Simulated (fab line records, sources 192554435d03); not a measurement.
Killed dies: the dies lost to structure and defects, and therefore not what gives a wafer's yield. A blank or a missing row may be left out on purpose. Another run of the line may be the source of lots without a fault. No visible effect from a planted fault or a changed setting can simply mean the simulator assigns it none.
Chamber matching :: flow n5 finfet :: N5_MOL_CONTACT_COAG_DESCUM_45 on rie diel-02: 4 sister chambers
The step chemistry O2, time 7 s. 8 wafers are shown with their chamber, then 9 later ones without.

WAFERS WITH THEIR CHAMBER
wafer: L076.6
chamber: 0
throttle valve pct (%): 20.45
showerhead plenum p Torr (Torr): 2.10

wafer: L078.4
chamber: 2
throttle valve pct (%): 20.35
showerhead plenum p Torr (Torr): 2.11

wafer: L080.1
chamber: 3
throttle valve pct (%): 20.73
showerhead plenum p Torr (Torr): 2.10

wafer: L080.3
chamber: 1
throttle valve pct (%): 20.02
showerhead plenum p Torr (Torr): 2.21

wafer: L080.6
chamber: 3
throttle valve pct (%): 20.73
showerhead plenum p Torr (Torr): 2.10

wafer: L083.1
chamber: 1
throttle valve pct (%): 20.04
showerhead plenum p Torr (Torr): 2.20

wafer: L083.4
chamber: 2
throttle valve pct (%): 20.36
showerhead plenum p Torr (Torr): 2.10

wafer: L083.5
chamber: 0
throttle valve pct (%): 20.48
showerhead plenum p Torr (Torr): 2.10

WAFERS WITHOUT THEIR CHAMBER
wafer: L085.2
throttle valve pct (%): 20.50
showerhead plenum p Torr (Torr): 2.09

wafer: L085.4
throttle valve pct (%): 20.76
showerhead plenum p Torr (Torr): 2.10

wafer: L085.5
throttle valve pct (%): 20.05
showerhead plenum p Torr (Torr): 2.20

wafer: L087.3
throttle valve pct (%): 20.05
showerhead plenum p Torr (Torr): 2.20

wafer: L087.4
throttle valve pct (%): 20.37
showerhead plenum p Torr (Torr): 2.10

wafer: L087.6
throttle valve pct (%): 20.77
showerhead plenum p Torr (Torr): 2.09

wafer: L093.2
throttle valve pct (%): 20.07
showerhead plenum p Torr (Torr): 2.20

wafer: L093.5
throttle valve pct (%): 20.39
showerhead plenum p Torr (Torr): 2.10

wafer: L093.6
throttle valve pct (%): 20.05
showerhead plenum p Torr (Torr): 2.20

WHICH CHAMBER EACH WENT THROUGH
wafer: L085.2
from the rows above: 0
in truth: 0

wafer: L085.4
from the rows above: 3
in truth: 3

wafer: L085.5
from the rows above: 1
in truth: 1

wafer: L087.3
from the rows above: 1
in truth: 1

wafer: L087.4
from the rows above: 2
in truth: 2

wafer: L087.6
from the rows above: 3
in truth: 3

wafer: L093.2
from the rows above: 1
in truth: 1

wafer: L093.5
from the rows above: 2
in truth: 2

wafer: L093.6
from the rows above: 1
in truth: 1
9 of 9 placed correctly. Not placeable from these rows: 0. Placed wrongly: 0.
How it was worked out, from the rows above alone: a wafer's distance from a chamber is the root of the sum, over the readings, of the square of ((its reading less the chamber's mean) divided by the reading's scatter). The wafer belongs to the nearest chamber; if the next one is less than 2 further off, it can't be placed. Each chamber's mean is taken over the wafers shown for it. The scatter is the square root of a quotient: the sum, over the shown wafers, of each reading's squared deviation from its chamber's mean, divided by wafers minus chambers.
